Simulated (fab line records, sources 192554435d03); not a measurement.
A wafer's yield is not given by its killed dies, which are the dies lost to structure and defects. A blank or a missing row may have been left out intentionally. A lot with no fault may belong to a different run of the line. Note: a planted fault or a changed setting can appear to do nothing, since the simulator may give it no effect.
Which of the tools did it? :: flow n5Finfet :: 27 wafers from 9 lots sampled at 5 of the route's 1938 steps

## WHAT THE GAUGES SHOWED, per wafer
N5_BEOL_M4_RC_MEAS_101.
lot: L429
measured: day 9 00:22
on: prober-02
DIBL_N (mV/V): 34.6 36.9 37.7
DIBL_P (mV/V): 33.8 36.4 38.1
IOFF_N (nA/um): 0.118 0.154 0.176
IOFF_P (nA/um): 0.20 0.25 0.27
ION_N (uA/um): 651 661 682
ION_P (uA/um): 458 462 477
SS_N (mV/dec): 70.6 72.2 72.1
SS_P (mV/dec): 72.5 72.9 74.1
VT_N (mV): 254.1 247.8 249.6
VT_P (mV): -248 -247 -243

lot: L431
measured: day 9 07:05
on: prober-01
DIBL_N (mV/V): 37.5 35.5 38.3
DIBL_P (mV/V): 36.9 34.4 37.3
IOFF_N (nA/um): 0.177 0.136 0.186
IOFF_P (nA/um): 0.25 0.20 0.27
ION_N (uA/um): 684 668 677
ION_P (uA/um): 470 464 467
SS_N (mV/dec): 72.3 71.2 71.6
SS_P (mV/dec): 73.5 72.7 73.2
VT_N (mV): 250.3 249.4 249.5
VT_P (mV): -245 -249 -244

lot: L432
measured: day 9 17:22
on: prober-01
DIBL_N (mV/V): 34.1 35.7 34.1
DIBL_P (mV/V): 35.5 37.6 35.9
IOFF_N (nA/um): 0.139 0.168 0.138
IOFF_P (nA/um): 0.18 0.22 0.19
ION_N (uA/um): 652 668 656
ION_P (uA/um): 448 455 455
SS_N (mV/dec): 71.5 71.9 71.8
SS_P (mV/dec): 73.3 73.5 73.8
VT_N (mV): 253.9 249.8 253.2
VT_P (mV): -253 -252 -254

lot: L433
measured: day 9 20:26
on: prober-02
DIBL_N (mV/V): 36.0 35.0 36.5
DIBL_P (mV/V): 36.8 35.7 37.7
IOFF_N (nA/um): 0.169 0.145 0.174
IOFF_P (nA/um): 0.23 0.21 0.26
ION_N (uA/um): 665 666 680
ION_P (uA/um): 461 457 475
SS_N (mV/dec): 72.1 71.0 71.9
SS_P (mV/dec): 73.5 73.2 73.9
VT_N (mV): 248.2 248.0 247.9
VT_P (mV): -247 -249 -244

lot: L439
measured: day 11 17:55
on: prober-01
DIBL_N (mV/V): 35.4 35.2 37.6
DIBL_P (mV/V): 36.1 35.5 38.1
IOFF_N (nA/um): 0.172 0.160 0.204
IOFF_P (nA/um): 0.22 0.21 0.25
ION_N (uA/um): 688 664 683
ION_P (uA/um): 466 464 463
SS_N (mV/dec): 72.0 70.9 71.9
SS_P (mV/dec): 73.5 73.1 74.3
VT_N (mV): 246.6 251.5 245.7
VT_P (mV): -246 -246 -245

lot: L442
measured: day 12 02:36
on: prober-01
DIBL_N (mV/V): 36.4 34.9 35.2
DIBL_P (mV/V): 37.2 35.6 36.2
IOFF_N (nA/um): 0.175 0.147 0.153
IOFF_P (nA/um): 0.22 0.19 0.19
ION_N (uA/um): 676 683 682
ION_P (uA/um): 461 465 468
SS_N (mV/dec): 71.5 70.5 70.8
SS_P (mV/dec): 73.4 72.6 72.1
VT_N (mV): 248.3 248.1 249.0
VT_P (mV): -248 -251 -251

lot: L443
measured: day 11 22:14
on: prober-01
DIBL_N (mV/V): 35.6 35.3 37.2
DIBL_P (mV/V): 34.6 34.4 37.2
IOFF_N (nA/um): 0.142 0.139 0.175
IOFF_P (nA/um): 0.17 0.17 0.21
ION_N (uA/um): 658 671 675
ION_P (uA/um): 449 454 463
SS_N (mV/dec): 71.2 71.2 71.5
SS_P (mV/dec): 72.6 72.4 73.6
VT_N (mV): 251.1 253.0 246.6
VT_P (mV): -254 -258 -252

lot: L444
measured: day 12 19:30
on: prober-02
DIBL_N (mV/V): 37.2 36.8 36.7
DIBL_P (mV/V): 37.3 36.7 37.1
IOFF_N (nA/um): 0.153 0.150 0.156
IOFF_P (nA/um): 0.21 0.20 0.21
ION_N (uA/um): 674 665 679
ION_P (uA/um): 457 459 463
SS_N (mV/dec): 72.6 71.8 71.8
SS_P (mV/dec): 73.9 73.5 73.9
VT_N (mV): 250.4 252.3 251.0
VT_P (mV): -250 -251 -253

lot: L448
measured: day 13 18:05
on: prober-01
DIBL_N (mV/V): 37.4 40.3 36.6
DIBL_P (mV/V): 35.5 38.7 33.9
IOFF_N (nA/um): 0.158 0.217 0.146
IOFF_P (nA/um): 0.23 0.30 0.22
ION_N (uA/um): 674 691 656
ION_P (uA/um): 466 465 458
SS_N (mV/dec): 71.0 72.4 71.6
SS_P (mV/dec): 73.2 73.9 72.1
VT_N (mV): 249.3 245.3 254.2
VT_P (mV): -247 -242 -247

## TOOL THAT RAN EACH LOT (tool first, then ch and the chambers of the sampled wafers, then the start)
lot: L429
N5_GATE_CUT_HM_OPEN_40: rieDiel-02 ch 1,2, day 5 11:44
N5_GATE_CUT_ETCH_19: rieDiel-02 ch 1,2, day 5 11:51
N5_GATE_CUT_CUT_ETCH_53: rieMetal-01 ch 0, day 5 12:01
N5_GATE_CUT_STRIP_21: plasmaAsher-01 ch 0,1, day 5 12:32

lot: L431
N5_GATE_CUT_HM_OPEN_40: rieDiel-05 ch 0,2,3, day 6 00:18
N5_GATE_CUT_ETCH_19: rieDiel-05 ch 0,2,3, day 6 00:26
N5_GATE_CUT_CUT_ETCH_53: rieMetal-02 ch 0, day 6 00:32
N5_GATE_CUT_STRIP_21: plasmaAsher-02 ch 0,1, day 6 01:05

lot: L432
N5_GATE_CUT_HM_OPEN_40: rieDiel-01 ch 2,3, day 6 07:36
N5_GATE_CUT_ETCH_19: rieDiel-01 ch 2,3, day 6 07:43
N5_GATE_CUT_CUT_ETCH_53: rieMetal-01 ch 0,1, day 6 07:50
N5_GATE_CUT_STRIP_21: plasmaAsher-01 ch 0,1, day 6 08:07

lot: L433
N5_GATE_CUT_HM_OPEN_40: rieDiel-05 ch 2,3, day 6 15:26
N5_GATE_CUT_ETCH_19: rieDiel-05 ch 2,3, day 6 15:33
N5_GATE_CUT_CUT_ETCH_53: rieMetal-01 ch 0,1, day 6 15:40
N5_GATE_CUT_STRIP_21: plasmaAsher-02 ch 1, day 6 16:07

lot: L439
N5_GATE_CUT_HM_OPEN_40: rieDiel-05 ch 0,3, day 7 22:20
N5_GATE_CUT_ETCH_19: rieDiel-05 ch 0,3, day 7 22:28
N5_GATE_CUT_CUT_ETCH_53: rieMetal-02 ch 0, day 7 22:34
N5_GATE_CUT_STRIP_21: plasmaAsher-01 ch 0,1, day 7 22:52

lot: L442
N5_GATE_CUT_HM_OPEN_40: rieDiel-02 ch 0,2, day 8 17:17
N5_GATE_CUT_ETCH_19: rieDiel-02 ch 0,2, day 8 17:24
N5_GATE_CUT_CUT_ETCH_53: rieMetal-02 ch 1, day 8 17:31
N5_GATE_CUT_STRIP_21: plasmaAsher-01 ch 0,1, day 8 17:48

lot: L443
N5_GATE_CUT_HM_OPEN_40: rieDiel-02 ch 0,1,2, day 8 23:34
N5_GATE_CUT_ETCH_19: rieDiel-02 ch 0,1,2, day 8 23:41
N5_GATE_CUT_CUT_ETCH_53: rieMetal-02 ch 0,1, day 8 23:48
N5_GATE_CUT_STRIP_21: plasmaAsher-01 ch 0,1, day 9 00:47

lot: L444
N5_GATE_CUT_HM_OPEN_40: rieDiel-05 ch 1,2,3, day 9 06:38
N5_GATE_CUT_ETCH_19: rieDiel-05 ch 1,2,3, day 9 06:45
N5_GATE_CUT_CUT_ETCH_53: rieMetal-03 ch 0,1, day 9 06:53
N5_GATE_CUT_STRIP_21: plasmaAsher-01 ch 0,1, day 9 07:10

lot: L448
N5_GATE_CUT_HM_OPEN_40: rieDiel-05 ch 1,3, day 10 11:28
N5_GATE_CUT_ETCH_19: rieDiel-05 ch 1,3, day 10 11:35
N5_GATE_CUT_CUT_ETCH_53: rieMetal-01 ch 0,1, day 10 11:45
N5_GATE_CUT_STRIP_21: plasmaAsher-02 ch 0,1, day 10 12:02
- N5_GATE_CUT_HM_OPEN_40: chemistry C4F6/O2, target SiO2, target depth 139 nm, time 85.1 s.
- N5_GATE_CUT_ETCH_19: etches SiNx in CH3F/O2, target depth 53.7 nm, time 76.7 s.
- N5_GATE_CUT_CUT_ETCH_53: etches W in SF6/Cl2, target depth 79.2 nm.
- N5_GATE_CUT_STRIP_21: strips in N2/H2, time 30 s.

## AS READ BY THE TOOLS THEMSELVES (means over the sampled wafers that have a number; for cases with no such wafer, the mark the record gives instead)
N5_GATE_CUT_HM_OPEN_40.
lot: L429
tool: rieDiel-02
drypumpMotorCurrentA (A): 6.3
etchRfOnTimeS (s): 96.9
oesProductAu (a.u.): 0.65
rfVppV (V): 667
showerheadPlenumPTorr (Torr): 2.89
throttleValvePct (%): 21.27

lot: L431
tool: rieDiel-05
drypumpMotorCurrentA (A): 5.9
etchRfOnTimeS (s): 93.5
oesProductAu (a.u.): 0.74
rfVppV (V): 668
showerheadPlenumPTorr (Torr): 2.91
throttleValvePct (%): 20.92

lot: L432
tool: rieDiel-01
drypumpMotorCurrentA (A): 5.6
etchRfOnTimeS (s): 94.8
oesProductAu (a.u.): 0.66
rfVppV (V): 676
showerheadPlenumPTorr (Torr): 2.87
throttleValvePct (%): 21.15

lot: L433
tool: rieDiel-05
drypumpMotorCurrentA (A): 5.7
etchRfOnTimeS (s): 94.1
oesProductAu (a.u.): 0.72
rfVppV (V): 673
showerheadPlenumPTorr (Torr): 2.91
throttleValvePct (%): 20.84

lot: L439
tool: rieDiel-05
drypumpMotorCurrentA (A): 6.0
etchRfOnTimeS (s): 95.2
oesProductAu (a.u.): 0.69
rfVppV (V): 666
showerheadPlenumPTorr (Torr): 2.93
throttleValvePct (%): 20.97

lot: L442
tool: rieDiel-02
drypumpMotorCurrentA (A): 6.0
etchRfOnTimeS (s): 91.9
oesProductAu (a.u.): 0.83
rfVppV (V): 664
showerheadPlenumPTorr (Torr): 2.90
throttleValvePct (%): 20.97

lot: L443
tool: rieDiel-02
drypumpMotorCurrentA (A): 6.0
etchRfOnTimeS (s): 90.2
oesProductAu (a.u.): 0.75
rfVppV (V): 664
showerheadPlenumPTorr (Torr): 2.87
throttleValvePct (%): 21.03

lot: L444
tool: rieDiel-05
drypumpMotorCurrentA (A): 5.8
etchRfOnTimeS (s): 95.5
oesProductAu (a.u.): 0.72
rfVppV (V): 669
showerheadPlenumPTorr (Torr): 2.90
throttleValvePct (%): 20.78

lot: L448
tool: rieDiel-05
drypumpMotorCurrentA (A): 6.0
etchRfOnTimeS (s): 94.7
oesProductAu (a.u.): 0.68
rfVppV (V): 667
showerheadPlenumPTorr (Torr): 2.92
throttleValvePct (%): 20.83

N5_GATE_CUT_ETCH_19.
lot: L429
tool: rieDiel-02
drypumpMotorCurrentA (A): 6.3
etchRfOnTimeS (s): 76.7
oesProductAu (a.u.): 0.61
rfVppV (V): 298.3
showerheadPlenumPTorr (Torr): 2.04
throttleValvePct (%): 16.70

lot: L431
tool: rieDiel-05
drypumpMotorCurrentA (A): 5.9
etchRfOnTimeS (s): 75.6
oesProductAu (a.u.): 0.70
rfVppV (V): 299.7
showerheadPlenumPTorr (Torr): 2.05
throttleValvePct (%): 16.32

lot: L432
tool: rieDiel-01
drypumpMotorCurrentA (A): 5.6
etchRfOnTimeS (s): 76.7
oesProductAu (a.u.): 0.63
rfVppV (V): 302.7
showerheadPlenumPTorr (Torr): 2.02
throttleValvePct (%): 16.57

lot: L433
tool: rieDiel-05
drypumpMotorCurrentA (A): 5.7
etchRfOnTimeS (s): 76.6
oesProductAu (a.u.): 0.67
rfVppV (V): 300.4
showerheadPlenumPTorr (Torr): 2.04
throttleValvePct (%): 16.26

lot: L439
tool: rieDiel-05
drypumpMotorCurrentA (A): 6.0
etchRfOnTimeS (s): 76.5
oesProductAu (a.u.): 0.66
rfVppV (V): 298.4
showerheadPlenumPTorr (Torr): 2.06
throttleValvePct (%): 16.40

lot: L442
tool: rieDiel-02
drypumpMotorCurrentA (A): 6.0
etchRfOnTimeS (s): 74.8
oesProductAu (a.u.): 0.78
rfVppV (V): 296.8
showerheadPlenumPTorr (Torr): 2.04
throttleValvePct (%): 16.32

lot: L443
tool: rieDiel-02
drypumpMotorCurrentA (A): 6.1
etchRfOnTimeS (s): 75.5
oesProductAu (a.u.): 0.71
rfVppV (V): 296.4
showerheadPlenumPTorr (Torr): 2.02
throttleValvePct (%): 16.40

lot: L444
tool: rieDiel-05
drypumpMotorCurrentA (A): 5.8
etchRfOnTimeS (s): 77.0
oesProductAu (a.u.): 0.67
rfVppV (V): 299.0
showerheadPlenumPTorr (Torr): 2.04
throttleValvePct (%): 16.20

lot: L448
tool: rieDiel-05
drypumpMotorCurrentA (A): 6.0
etchRfOnTimeS (s): 77.7
oesProductAu (a.u.): 0.64
rfVppV (V): 297.5
showerheadPlenumPTorr (Torr): 2.05
throttleValvePct (%): 16.28

N5_GATE_CUT_CUT_ETCH_53.
lot: L429
tool: rieMetal-01
drypumpMotorCurrentA (A): 6.5
etchRfOnTimeS (s): 26.7
oesProductAu (a.u.): 0.59
throttleValvePct (%): 28.89

lot: L431
tool: rieMetal-02
drypumpMotorCurrentA (A): 4.8
etchRfOnTimeS (s): 26.3
oesProductAu (a.u.): 0.73
throttleValvePct (%): 28.68

lot: L432
tool: rieMetal-01
drypumpMotorCurrentA (A): 5.6
etchRfOnTimeS (s): 26.3
oesProductAu (a.u.): 0.69
throttleValvePct (%): 28.66

lot: L433
tool: rieMetal-01
drypumpMotorCurrentA (A): 6.1
etchRfOnTimeS (s): 26.9
oesProductAu (a.u.): 0.63
throttleValvePct (%): 28.79

lot: L439
tool: rieMetal-02
drypumpMotorCurrentA (A): 4.8
etchRfOnTimeS (s): 26.5
oesProductAu (a.u.): 0.71
throttleValvePct (%): 28.68

lot: L442
tool: rieMetal-02
drypumpMotorCurrentA (A): 6.0
etchRfOnTimeS (s): 26.3
oesProductAu (a.u.): 0.83
throttleValvePct (%): 28.75

lot: L443
tool: rieMetal-02
drypumpMotorCurrentA (A): 5.2
etchRfOnTimeS (s): 26.2
oesProductAu (a.u.): 0.75
throttleValvePct (%): 28.71

lot: L444
tool: rieMetal-03
drypumpMotorCurrentA (A): 5.9
etchRfOnTimeS (s): 26.5
oesProductAu (a.u.): 0.78
throttleValvePct (%): 28.92

lot: L448
tool: rieMetal-01
drypumpMotorCurrentA (A): 6.0
etchRfOnTimeS (s): 26.4
oesProductAu (a.u.): 0.62
throttleValvePct (%): 28.80

N5_GATE_CUT_STRIP_21.
lot: L429
tool: plasmaAsher-01
drypumpMotorCurrentA (A): 6.3
h2FlowSccm (sccm): 3249
heaterPowerW (W): 331
tempC (C): 250.18

lot: L431
tool: plasmaAsher-02
drypumpMotorCurrentA (A): 5.5
h2FlowSccm (sccm): 3241
heaterPowerW (W): 343
tempC (C): 250.07

lot: L432
tool: plasmaAsher-01
drypumpMotorCurrentA (A): 6.4
h2FlowSccm (sccm): 3252
heaterPowerW (W): 331
tempC (C): 249.86

lot: L433
tool: plasmaAsher-02
drypumpMotorCurrentA (A): 4.9
h2FlowSccm (sccm): 3251
heaterPowerW (W): 386
tempC (C): 249.96

lot: L439
tool: plasmaAsher-01
drypumpMotorCurrentA (A): 6.3
h2FlowSccm (sccm): 3245
heaterPowerW (W): 324
tempC (C): 249.98

lot: L442
tool: plasmaAsher-01
drypumpMotorCurrentA (A): -
h2FlowSccm (sccm): -
heaterPowerW (W): -
tempC (C): -

lot: L443
tool: plasmaAsher-01
drypumpMotorCurrentA (A): -
h2FlowSccm (sccm): -
heaterPowerW (W): -
tempC (C): -

lot: L444
tool: plasmaAsher-01
drypumpMotorCurrentA (A): -
h2FlowSccm (sccm): -
heaterPowerW (W): -
tempC (C): -

lot: L448
tool: plasmaAsher-02
drypumpMotorCurrentA (A): 5.2
h2FlowSccm (sccm): 3261
heaterPowerW (W): 365
tempC (C): 250.05

## THE ANSWER, worked out from the rows above alone
Rule: the lots themselves supply what counts as usual. The widest of any qualifying gaps counts: lots, ordered by their means at a reading, are off when they make up no more than a third of the lots, leave a main group of 4 or more, and stand apart from it by 3 or more times the standard deviation of that group's means. A main group is skipped when, at the precision printed for the reading in the tables above, its means are all equal. A lot without any number at a reading at which 4 lots or more have one is off too. Where the step has rows for the other lots, those lots are counted as sound. Order of review: gauges by route order, followed by the tools' own readings, for which a lot's mean as printed above is used. The first step at which some lot is off is used, and at that step the reading that is off furthest; a lot without a number counts as furthest.
Off: L442, L443, L444 (N5_GATE_CUT_STRIP_21, drypumpMotorCurrentA). Without a number there: L442, L443, L444. Main group: mean 5.8 A, sd 0.59.
A tool fits if, at that step or a process step before it, it ran every lot that is off, and no sound lot after the first of them. One candidate fits, namely plasmaAsher-01 at N5_GATE_CUT_STRIP_21. A fault onset in the window from L439 (day 7 22:52, its last sound lot) to L442 (day 8 17:48, its first lot off) fits.
Blank at N5_GATE_CUT_STRIP_21 on the lots that are off, where sound lots have numbers: drypumpMotorCurrentA, h2FlowSccm, heaterPowerW, tempC.

## WHAT THE SIMULATOR HAD INSERTED
At N5_GATE_CUT_STRIP_21, the step was skipped entirely on plasmaAsher-01 from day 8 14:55 on. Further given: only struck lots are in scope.
Struck lots among those shown: L443, L442, L444. Same finding as the rule above.
